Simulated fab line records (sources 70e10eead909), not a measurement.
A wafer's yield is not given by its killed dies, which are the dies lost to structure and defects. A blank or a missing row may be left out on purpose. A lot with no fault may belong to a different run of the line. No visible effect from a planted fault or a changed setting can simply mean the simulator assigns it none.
Chamber matching :: flow nandHarc :: NHARC_P_BONDPAD_STRIP_15 on rieDiel-13 has 4 sister chambers
The step strips in O2. 18 wafers are shown with their chamber, then 9 later ones without.

WAFERS WITH THEIR CHAMBER
wafer: L720.4
chamber: 0
drypumpMotorCurrentA (A): 5.73
oesProductAu (a.u.): 0.995
rfVppV (V): 58.3

wafer: L720.5
chamber: 2
drypumpMotorCurrentA (A): 5.67
oesProductAu (a.u.): 1.013
rfVppV (V): 57.0

wafer: L720.6
chamber: 1
drypumpMotorCurrentA (A): 5.66
oesProductAu (a.u.): 1.001
rfVppV (V): 55.8

wafer: L721.4
chamber: 2
drypumpMotorCurrentA (A): 5.66
oesProductAu (a.u.): 0.988
rfVppV (V): 57.2

wafer: L721.5
chamber: 3
drypumpMotorCurrentA (A): 6.10
oesProductAu (a.u.): 0.993
rfVppV (V): 59.4

wafer: L721.6
chamber: 0
drypumpMotorCurrentA (A): 5.79
oesProductAu (a.u.): 0.995
rfVppV (V): 58.0

wafer: L722.1
chamber: 2
drypumpMotorCurrentA (A): 5.66
oesProductAu (a.u.): 1.001
rfVppV (V): 58.3

wafer: L722.3
chamber: 0
drypumpMotorCurrentA (A): 5.79
oesProductAu (a.u.): 0.990
rfVppV (V): 58.4

wafer: L722.4
chamber: 3
drypumpMotorCurrentA (A): 6.09
oesProductAu (a.u.): 0.986
rfVppV (V): 57.6

wafer: L723.1
chamber: 2
drypumpMotorCurrentA (A): 5.70
oesProductAu (a.u.): 1.005
rfVppV (V): 58.8

wafer: L723.2
chamber: 0
drypumpMotorCurrentA (A): 5.73
oesProductAu (a.u.): 0.996
rfVppV (V): 58.3

wafer: L723.6
chamber: 1
drypumpMotorCurrentA (A): 5.64
oesProductAu (a.u.): 1.010
rfVppV (V): 57.8

wafer: L725.2
chamber: 3
drypumpMotorCurrentA (A): 6.13
oesProductAu (a.u.): 0.990
rfVppV (V): 56.9

wafer: L725.5
chamber: 3
drypumpMotorCurrentA (A): 6.12
oesProductAu (a.u.): 0.991
rfVppV (V): 57.9

wafer: L725.6
chamber: 0
drypumpMotorCurrentA (A): 5.76
oesProductAu (a.u.): 0.991
rfVppV (V): 57.2

wafer: L729.1
chamber: 2
drypumpMotorCurrentA (A): 5.65
oesProductAu (a.u.): 1.002
rfVppV (V): 57.3

wafer: L729.2
chamber: 3
drypumpMotorCurrentA (A): 6.09
oesProductAu (a.u.): 0.990
rfVppV (V): 58.6

wafer: L729.5
chamber: 1
drypumpMotorCurrentA (A): 5.64
oesProductAu (a.u.): 0.986
rfVppV (V): 56.8

SIGNATURES, as means of the wafers listed above
reading: drypumpMotorCurrentA
chamber 0: 5.7600
chamber 1: 5.6467
chamber 2: 5.6680
chamber 3: 6.1060
scatter within a chamber: 0.0218

reading: oesProductAu
chamber 0: 0.99340
chamber 1: 0.99900
chamber 2: 1.00180
chamber 3: 0.99000
scatter within a chamber: 0.00695

reading: rfVppV
chamber 0: 58.040
chamber 1: 56.800
chamber 2: 57.720
chamber 3: 58.080
scatter within a chamber: 0.807
Rule: distance of a wafer from a chamber = root of the sum over the readings of ((wafer's reading minus chamber's mean) / reading's scatter) squared. If the next closest chamber is less than 2 further off than the closest, the wafer can't be placed; otherwise it belongs to the closest. The scatter: take each reading less its chamber's mean, square it, sum over the shown wafers, divide by the number of wafers less the number of chambers, and take the root.

WAFERS MISSING THEIR CHAMBER
wafer: L728.1
drypumpMotorCurrentA (A): 5.69
oesProductAu (a.u.): 1.002
rfVppV (V): 58.8

wafer: L728.4
drypumpMotorCurrentA (A): 6.09
oesProductAu (a.u.): 0.985
rfVppV (V): 59.0

wafer: L728.5
drypumpMotorCurrentA (A): 6.10
oesProductAu (a.u.): 0.997
rfVppV (V): 58.7

wafer: L731.1
drypumpMotorCurrentA (A): 6.06
oesProductAu (a.u.): 0.998
rfVppV (V): 58.2

wafer: L731.3
drypumpMotorCurrentA (A): 5.74
oesProductAu (a.u.): 0.998
rfVppV (V): 58.5

wafer: L731.6
drypumpMotorCurrentA (A): 5.68
oesProductAu (a.u.): 1.009
rfVppV (V): 58.5

wafer: L730.1
drypumpMotorCurrentA (A): 6.12
oesProductAu (a.u.): 1.004
rfVppV (V): 58.6

wafer: L730.2
drypumpMotorCurrentA (A): 5.66
oesProductAu (a.u.): 1.016
rfVppV (V): 57.4

wafer: L730.3
drypumpMotorCurrentA (A): 5.75
oesProductAu (a.u.): 0.998
rfVppV (V): 58.9

WHICH CHAMBER EACH ONE RAN IN
wafer: L728.1
from the rows above: can't be placed: 2 or 1 or 0
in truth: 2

wafer: L728.4
from the rows above: 3
in truth: 3

wafer: L728.5
from the rows above: 3
in truth: 3

wafer: L731.1
from the rows above: 3
in truth: 3

wafer: L731.3
from the rows above: 0
in truth: 0

wafer: L731.6
from the rows above: can't be placed: 2 or 1
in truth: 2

wafer: L730.1
from the rows above: 3
in truth: 3

wafer: L730.2
from the rows above: can't be placed: 2 or 1
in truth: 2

wafer: L730.3
from the rows above: 0
in truth: 0
6 of 9 placed correctly. Cannot be placed on the basis of these rows: 3; the candidates contain the true chamber in 3. Wrongly placed: 0.
